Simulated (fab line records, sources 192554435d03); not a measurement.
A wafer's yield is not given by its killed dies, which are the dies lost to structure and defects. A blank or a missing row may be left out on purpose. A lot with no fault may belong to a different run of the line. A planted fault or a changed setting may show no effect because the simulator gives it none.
Struck lot and sound lot, side by side -- flow n5_finfet -- 16 steps out of a route of 1938
Sound: the wafers L977.1, L977.5, L977.6. Struck: wafer L986.3 (left out: L986.4, L986.5 of the same lot, which were not struck); the cause appears at the end.
For every step that has rows: the tool of each side, followed by ch and its chambers, followed by its first start. Under that, the readings that differ: sound wafers -- struck wafers -- difference of the means -- sigmas: that difference in standard deviations of wafers without a fault.
alike: same words and numbers on both sides, and readings whose means sit less than 2 such deviations apart. not compared: any withheld reading, any reading some wafer has no value for, any bound like >300 that may hide the same value, and any number with overlapping values for which the record gives no deviation.
Wherever a step has rows on one side only, a row that says differs or no value, or a row with sigmas, the two part there. Non-overlapping numbers with no deviation appear without sigmas and do not part them. Lack of a reading on every wafer of one side parts them only where that side has two or more wafers.

first, 3 steps without rows for these wafers: N5_HKMG_FIN_ALD_71 (deposits TiN, target thk 1 nm, pulse time 1 s, purge time 3 s); N5_HKMG_FIN_COAT_66 (time 60 s, resist thk 300 nm); N5_HKMG_FIN_ETCH_67 (etches SOC in N2/H2, stops on TiN, target depth 388.9 nm).
N5_HKMG_FIN_STRIP_90: strips SOC in N2/H2, time 20 s.
  sound on rie_diel-04 ch 0,2,3, day 4 06:37; struck on rie_diel-02 ch 1, day 6 13:32
reading,sound,struck,difference,sigmas
oes_product_au (a.u.),0.79 1.02 0.78,0.66,-0.20,-2
  alike: drypump_motor_current_A, n2_flow_sccm, rf_vpp_V, showerhead_plenum_p_Torr, temp_c, throttle_valve_pct
  not compared: rf_hours_counter_h
then, 2 steps without rows for these wafers: N5_HKMG_FIN_WET_ETCH_73 (etches the open film in SC1, time 42.3 s, target depth 1.3 nm, rinse time 30 s); N5_HKMG_FIN_ETCHBACK_68 (etches the open film in Cl2/Ar, stops on HfO2, target depth 0.5 nm).
N5_HKMG_FIN_STRIP_69: strips in N2/H2, time 360 s.
  sound on plasma_asher-02 ch 0,1, day 4 06:55; struck on plasma_asher-02 ch 1, day 6 13:58
  alike: drypump_motor_current_A, heater_power_w, n2_flow_sccm, temp_c
  not compared: rf_hours_counter_h
N5_HKMG_FIN_ALD_21: deposits TiN, target thk 1.5 nm, pulse time 1 s, purge time 3 s.
  sound on ald_metal-04 ch 0,3, day 4 07:17; struck on ald_metal-02 ch 2, day 6 14:19
  alike: heater_power_w, precursor_pulse_height_rel
N5_HKMG_FIN_ALD_72: deposits W, target thk 2 nm, pulse time 1 s, purge time 2 s.
  sound on cvd_w-02 ch 0,1, day 4 07:40; struck on cvd_w-01 ch 0, day 6 14:42
  alike: heater_power_w, precursor_pulse_height_rel
N5_HKMG_FIN_W_FILL_22: material W, target thk 60 nm, time 18.2 s.
  sound on cvd_w-02 ch 0,1, day 4 07:43; struck on cvd_w-01 ch 0, day 6 14:45
  alike: heater_power_w, throttle_valve_pct
then, 2 steps without rows for these wafers: N5_HKMG_FIN_PRECLEAN_83 (cleans in DIW, time 57.5 s); N5_HKMG_FIN_SRD_84 (dry time 32 s).
N5_HKMG_FIN_CMP_23: polishes, stops on SiNx, t overpolish 10 s, target thk 46.326 nm.
  sound on cmp-03 ch 0,1,3, day 4 07:59; struck on cmp-01 ch 0, day 6 14:51
reading,sound,struck,difference,sigmas
model.W_of_HKMG_FIN_W_FILL_22.thk_nm (nm),44.6 44.8 44.2,43.4,-1.1,
  alike: motor_current_A, overpolish_run_s, time_to_endpoint_s
N5_HKMG_FIN_CMP_94: polishes, stops on SiNx, t overpolish 4.7 s, target thk 43.299 nm.
  sound on cmp-03 ch 0,1,3, day 4 08:22; struck on cmp-01 ch 0, day 6 15:20
reading,sound,struck,difference,sigmas
model.SiNx_of_SDB_ALD_29.thk_nm (nm),28.2 28.2 28.2,28,+0,
  alike: motor_current_A
-- here the record skips 3 days between the struck wafers' starts before and after, leaving off in module HKMG_FIN and picking up in module BEOL_M4 (first step shown: number 1111 of the route) --
N5_BEOL_M4_RC_MEAS_101:
  sound on prober-02 ch 0, day 7 19:30; struck on prober-01 ch 0, day 10 02:50
  alike: DIBL_N, DIBL_P, IOFF_N, IOFF_P, ION_N, ION_P, SS_N, SS_P, VT_N, VT_P
-- the record jumps here: 4 days lie between the struck wafers' starts before and after (it left off in module BEOL_M4 and takes up again in module PASSIVATION, whose first step shown is number 1936 of the route) --
N5_PASSIVATION_PROBE_49:
  sound: prober-01 at day 12 06:51; struck: prober-02 at day 14 13:52
  alike: defect_limited_yield, killed_at_M0_to_M3, killed_at_M4_up, killed_at_contacts, killed_at_front_end, killed_at_other, killed_dies, killed_open, killed_short, sort_bin_5_function, sort_bin_6_memory, sort_bin_8_speed, sort_n_pass, sort_yield_pct

## WHERE THEY PART
N5_HKMG_FIN_STRIP_90 only, going by this record. Later steps at which nothing parts them and some readings are alike: N5_HKMG_FIN_STRIP_69, N5_HKMG_FIN_ALD_21, N5_HKMG_FIN_ALD_72, N5_HKMG_FIN_W_FILL_22, N5_HKMG_FIN_CMP_23, N5_HKMG_FIN_CMP_94, N5_BEOL_M4_RC_MEAS_101, N5_PASSIVATION_PROBE_49.

WHY: what had been put in by the simulator
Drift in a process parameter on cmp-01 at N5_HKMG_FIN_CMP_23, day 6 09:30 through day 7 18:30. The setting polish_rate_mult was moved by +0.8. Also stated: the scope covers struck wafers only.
